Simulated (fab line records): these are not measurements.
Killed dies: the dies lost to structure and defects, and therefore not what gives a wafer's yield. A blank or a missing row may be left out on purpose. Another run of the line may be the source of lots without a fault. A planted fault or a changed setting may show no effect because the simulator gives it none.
Chamber matching :: flow n5-finfet :: N5_BEOL_M0_SAQP_CUT_ETCH_46 on rie-diel-03: 4 sister chambers
The step etches SOC in N2/H2, target depth 135 nm, overetch 27 nm, time 202.5 s. 14 wafers are shown with their chamber, then 7 later ones without.

## WAFERS, EACH WITH ITS CHAMBER
wafer: L731.3
chamber: 2
showerhead-plenum-p-Torr (Torr): 2.58
throttle-valve-pct (%): 17.53
rf-vpp-V (V): 524.1

wafer: L731.5
chamber: 2
showerhead-plenum-p-Torr (Torr): 2.58
throttle-valve-pct (%): 17.51
rf-vpp-V (V): 524.8

wafer: L731.6
chamber: 0
showerhead-plenum-p-Torr (Torr): 2.55
throttle-valve-pct (%): 17.88
rf-vpp-V (V): 524.6

wafer: L732.1
chamber: 2
showerhead-plenum-p-Torr (Torr): 2.58
throttle-valve-pct (%): 17.53
rf-vpp-V (V): 524.8

wafer: L732.4
chamber: 0
showerhead-plenum-p-Torr (Torr): 2.55
throttle-valve-pct (%): 17.88
rf-vpp-V (V): 525.0

wafer: L732.5
chamber: 3
showerhead-plenum-p-Torr (Torr): 2.72
throttle-valve-pct (%): 17.94
rf-vpp-V (V): 530.8

wafer: L739.2
chamber: 1
showerhead-plenum-p-Torr (Torr): 2.41
throttle-valve-pct (%): 17.78
rf-vpp-V (V): 519.6

wafer: L739.5
chamber: 2
showerhead-plenum-p-Torr (Torr): 2.58
throttle-valve-pct (%): 17.54
rf-vpp-V (V): 526.1

wafer: L739.6
chamber: 1
showerhead-plenum-p-Torr (Torr): 2.41
throttle-valve-pct (%): 17.80
rf-vpp-V (V): 519.2

wafer: L740.3
chamber: 0
showerhead-plenum-p-Torr (Torr): 2.54
throttle-valve-pct (%): 17.91
rf-vpp-V (V): 524.6

wafer: L740.4
chamber: 3
showerhead-plenum-p-Torr (Torr): 2.71
throttle-valve-pct (%): 17.96
rf-vpp-V (V): 528.1

wafer: L740.5
chamber: 2
showerhead-plenum-p-Torr (Torr): 2.58
throttle-valve-pct (%): 17.52
rf-vpp-V (V): 525.2

wafer: L742.2
chamber: 2
showerhead-plenum-p-Torr (Torr): 2.58
throttle-valve-pct (%): 17.55
rf-vpp-V (V): 525.1

wafer: L742.3
chamber: 1
showerhead-plenum-p-Torr (Torr): 2.41
throttle-valve-pct (%): 17.80
rf-vpp-V (V): 522.2

SIGNATURES, as means of the wafers listed above
reading: showerhead-plenum-p-Torr
chamber 0: 2.5467
chamber 1: 2.4100
chamber 2: 2.5800
chamber 3: 2.7150
scatter within a chamber: 0.00342

reading: throttle-valve-pct
chamber 0: 17.8900
chamber 1: 17.7933
chamber 2: 17.5300
chamber 3: 17.9500
scatter within a chamber: 0.0144

reading: rf-vpp-V
chamber 0: 524.733
chamber 1: 520.333
chamber 2: 525.017
chamber 3: 529.450
scatter within a chamber: 1.06
Rule: for each reading, subtract the chamber's mean from the wafer's reading, divide by that reading's scatter and square the result; add these up over the readings and take the root, which gives the wafer's distance from the chamber. If the next closest chamber is less than 2 further off than the closest, the wafer can't be placed; otherwise it belongs to the closest. The scatter: the root of (the sum of the squares of (reading less its chamber's mean) over the shown wafers, divided by (wafers less chambers)).

## WAFERS WHOSE CHAMBER IS MISSING
wafer: L742.5
showerhead-plenum-p-Torr (Torr): 2.71
throttle-valve-pct (%): 17.94
rf-vpp-V (V): 527.4

wafer: L743.1
showerhead-plenum-p-Torr (Torr): 2.41
throttle-valve-pct (%): 17.82
rf-vpp-V (V): 519.4

wafer: L743.2
showerhead-plenum-p-Torr (Torr): 2.57
throttle-valve-pct (%): 17.56
rf-vpp-V (V): 525.2

wafer: L743.4
showerhead-plenum-p-Torr (Torr): 2.71
throttle-valve-pct (%): 17.97
rf-vpp-V (V): 528.5

wafer: L745.3
showerhead-plenum-p-Torr (Torr): 2.57
throttle-valve-pct (%): 17.57
rf-vpp-V (V): 524.8

wafer: L745.4
showerhead-plenum-p-Torr (Torr): 2.41
throttle-valve-pct (%): 17.80
rf-vpp-V (V): 519.6

wafer: L745.6
showerhead-plenum-p-Torr (Torr): 2.54
throttle-valve-pct (%): 17.94
rf-vpp-V (V): 524.4

## CHAMBER TAKEN BY EACH
wafer: L742.5
from the rows above: 3
in truth: 3

wafer: L743.1
from the rows above: 1
in truth: 1

wafer: L743.2
from the rows above: 2
in truth: 2

wafer: L743.4
from the rows above: 3
in truth: 3

wafer: L745.3
from the rows above: 2
in truth: 2

wafer: L745.4
from the rows above: 1
in truth: 1

wafer: L745.6
from the rows above: 0
in truth: 0
Correctly placed: 7 of 7. Can't be placed from these rows: 0. Placed wrongly: 0.
